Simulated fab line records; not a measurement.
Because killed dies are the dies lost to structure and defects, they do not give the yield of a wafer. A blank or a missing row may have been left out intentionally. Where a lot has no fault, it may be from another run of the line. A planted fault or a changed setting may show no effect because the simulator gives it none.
Chamber matching | flow nand harc | 4 sister chambers for NHARC_P_M0_STRIP_18 on rie diel-02
The step strips in N2/H2. 33 wafers are shown with their chamber, then 12 later ones without.

== WAFERS WITH THEIR CHAMBER ==
wafer  | chamber | showerhead plenum p Torr (Torr) | drypump motor current A (A) | oes product au (a.u.)
L077.2 | 3       | 2.17                            | 5.9                         | 1.007
L077.5 | 1       | 2.06                            | 6.4                         | 0.981
L077.6 | 2       | 2.09                            | 5.8                         | 0.996
L078.1 | 2       | 2.09                            | 5.9                         | 1.003
L078.4 | 3       | 2.17                            | 6.0                         | 0.994
L078.5 | 2       | 2.09                            | 5.9                         | 0.990
L081.1 | 1       | 2.06                            | 6.4                         | 0.988
L081.2 | 3       | 2.17                            | 5.9                         | 1.001
L081.4 | 0       | 1.97                            | 5.4                         | 1.001
L082.2 | 2       | 2.09                            | 5.8                         | 1.019
L082.3 | 0       | 1.97                            | 5.5                         | 1.005
L082.4 | 0       | 1.97                            | 5.4                         | 0.995
L082.1 | 1       | 2.06                            | 6.4                         | 0.995
L082.5 | 1       | 2.06                            | 6.4                         | 0.999
L082.6 | 2       | 2.09                            | 5.8                         | 1.004
L084.2 | 1       | 2.06                            | 6.4                         | 0.998
L084.4 | 3       | 2.17                            | 5.9                         | 1.002
L084.5 | 0       | 1.97                            | 5.4                         | 1.006
L085.2 | 3       | 2.17                            | 5.9                         | 1.010
L085.4 | 0       | 1.97                            | 5.4                         | 0.989
L085.5 | 3       | 2.17                            | 6.0                         | 0.998
L085.1 | 1       | 2.06                            | 6.4                         | 0.997
L085.3 | 2       | 2.08                            | 5.8                         | 1.001
L085.6 | 0       | 1.97                            | 5.5                         | 1.003
L088.2 | 1       | 2.06                            | 6.4                         | 0.995
L088.4 | 3       | 2.17                            | 5.9                         | 1.006
L088.5 | 0       | 1.97                            | 5.4                         | 0.994
L088.1 | 2       | 2.08                            | 5.9                         | 0.997
L088.3 | 0       | 1.97                            | 5.4                         | 1.000
L088.6 | 3       | 2.17                            | 5.9                         | 1.002
L089.2 | 1       | 2.06                            | 6.4                         | 0.998
L089.3 | 0       | 1.97                            | 5.5                         | 1.005
L089.4 | 2       | 2.08                            | 5.8                         | 1.011

SIGNATURES (averages over the wafers above)
reading                  | chamber 0 | chamber 1 | chamber 2 | chamber 3 | scatter within a chamber
showerhead plenum p Torr | 1.9700    | 2.0600    | 2.0862    | 2.1700    | 0.00254
drypump motor current A  | 5.433     | 6.400     | 5.838     | 5.925     | 0.0431
oes product au           | 0.99978   | 0.99387   | 1.00262   | 1.00250   | 0.00673
Rule: a wafer's distance from a chamber is the root of the sum, over the readings, of the square of ((its reading less the chamber's mean) divided by the reading's scatter). The wafer belongs to the nearest chamber; if the next one is less than 2 further off, it can't be placed. How the scatter is found: for the shown wafers, subtract from each reading the mean of its chamber, square and add these, divide the total by (wafers less chambers), then take the root.

== WAFERS WITH NO CHAMBER GIVEN ==
wafer  | showerhead plenum p Torr (Torr) | drypump motor current A (A) | oes product au (a.u.)
L090.3 | 2.08                            | 5.9                         | 1.016
L090.5 | 2.06                            | 6.4                         | 0.998
L090.6 | 2.08                            | 5.8                         | 1.002
L092.3 | 2.08                            | 5.8                         | 1.006
L092.4 | 2.06                            | 6.4                         | 1.001
L092.5 | 2.08                            | 5.7                         | 1.002
L092.1 | 1.97                            | 5.4                         | 1.009
L092.2 | 2.17                            | 5.9                         | 0.999
L092.6 | 2.06                            | 6.4                         | 1.008
L091.3 | 2.06                            | 6.4                         | 0.999
L091.4 | 2.17                            | 5.9                         | 1.000
L091.5 | 2.06                            | 6.4                         | 1.003

== CHAMBER TAKEN BY EACH ==
wafer  | from the rows above | in truth
L090.3 | 2                   | 2
L090.5 | 1                   | 1
L090.6 | 2                   | 2
L092.3 | 2                   | 2
L092.4 | 1                   | 1
L092.5 | 2                   | 2
L092.1 | 0                   | 0
L092.2 | 3                   | 3
L092.6 | 1                   | 1
L091.3 | 1                   | 1
L091.4 | 3                   | 3
L091.5 | 1                   | 1
Correctly placed: 12 of 12. Left unplaced by these rows: 0. Placed wrongly: 0.
